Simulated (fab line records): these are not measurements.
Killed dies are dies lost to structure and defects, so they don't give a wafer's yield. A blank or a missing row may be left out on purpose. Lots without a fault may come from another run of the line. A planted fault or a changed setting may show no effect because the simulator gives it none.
Which tool did it? / flow nand-harc / 18 wafers from 6 lots sampled at 5 of the route's 1159 steps

## WHAT EACH GAUGE READ, for each wafer
NHARC_END_SORT_01.
lot=L158; measured=day 22 06:47; on=prober-02; killed-at-array=653 13 11

## WHAT TOOL EACH LOT RAN ON (gives the tool, then ch and the chambers of the sampled wafers, and finally the start)
lot=L148; NHARC_A_STAIRCASE_DESCUM_11=rie-diel-04 ch 0,2,3, day 11 05:21; NHARC_A_STAIRCASE_TRIM_12=rie-diel-04 ch 0,3, day 11 05:26; NHARC_A_STAIRCASE_ETCH_25=rie-diel-04 ch 0,1,2, day 11 07:32 or earlier; NHARC_A_STAIRCASE_ETCH_27=rie-diel-04 ch 1,2,3, day 11 07:32
lot=L153; NHARC_A_STAIRCASE_DESCUM_11=rie-diel-04 ch 1,2, day 12 14:26; NHARC_A_STAIRCASE_TRIM_12=rie-diel-04 ch 1,3, day 12 14:31; NHARC_A_STAIRCASE_ETCH_25=rie-diel-05 ch 1,2, day 12 16:26 or earlier; NHARC_A_STAIRCASE_ETCH_27=rie-diel-05 ch 1,3, day 12 16:26
lot=L158; NHARC_A_STAIRCASE_DESCUM_11=rie-diel-05 ch 0,1,2, day 13 19:47; NHARC_A_STAIRCASE_TRIM_12=rie-diel-05 ch 0,2, day 13 19:51; NHARC_A_STAIRCASE_ETCH_25=rie-diel-05 ch 0,1,3, day 13 21:53 or earlier; NHARC_A_STAIRCASE_ETCH_27=rie-diel-05 ch 0,1, day 13 21:53
lot=L162; NHARC_A_STAIRCASE_DESCUM_11=rie-diel-06 ch 2,3, day 14 20:02; NHARC_A_STAIRCASE_TRIM_12=rie-diel-06 ch 0,2,3, day 14 20:15; NHARC_A_STAIRCASE_ETCH_25=rie-diel-06 ch 1,3, day 14 22:27 or earlier; NHARC_A_STAIRCASE_ETCH_27=rie-diel-06 ch 0,1,2, day 14 22:27
lot=L166; NHARC_A_STAIRCASE_DESCUM_11=rie-diel-04 ch 0,1,3, day 15 16:16; NHARC_A_STAIRCASE_TRIM_12=rie-diel-04 ch 0,1,2, day 15 16:20; NHARC_A_STAIRCASE_ETCH_25=rie-diel-04 ch 1,2,3, day 15 18:20 or earlier; NHARC_A_STAIRCASE_ETCH_27=rie-diel-04 ch 0,1,3, day 15 18:20
lot=L168; NHARC_A_STAIRCASE_DESCUM_11=rie-diel-04 ch 0,2,3, day 16 19:47; NHARC_A_STAIRCASE_TRIM_12=rie-diel-04 ch 1,2, day 16 19:51; NHARC_A_STAIRCASE_ETCH_25=rie-diel-05 ch 0,1,2, day 16 21:59 or earlier; NHARC_A_STAIRCASE_ETCH_27=rie-diel-05 ch 0,2,3, day 16 21:59
- NHARC_A_STAIRCASE_DESCUM_11: chemistry O2, time 3 s.
- NHARC_A_STAIRCASE_TRIM_12: chemistry O2, time 211.2 s.
- NHARC_A_STAIRCASE_ETCH_25: etches the open film in C4F8/O2, target depth 100 nm, time 40.5 s.
- NHARC_A_STAIRCASE_ETCH_27: etches the open film in C4F8/O2, target depth 100 nm, time 40.5 s.

## THE ANSWER, worked out from the rows above alone
Rule: what is usual is taken from the lots themselves. Put in order of their means at a reading, lots are off if they are a third of the lots or fewer, leave a main group of 4 or more, and stand apart from it by a gap of 3 or more times the standard deviation of the main group's means; of several such gaps the widest counts. If all means in a main group match to the digits the tables above print for the reading, that group is not used. A lot without any number at a reading at which 4 lots or more have one is off too. Any other lot the step has rows for is counted as sound.
Nothing can be told from this: no lot is off at any reading shown.

## WHAT HAD BEEN PUT IN BY THE SIMULATOR
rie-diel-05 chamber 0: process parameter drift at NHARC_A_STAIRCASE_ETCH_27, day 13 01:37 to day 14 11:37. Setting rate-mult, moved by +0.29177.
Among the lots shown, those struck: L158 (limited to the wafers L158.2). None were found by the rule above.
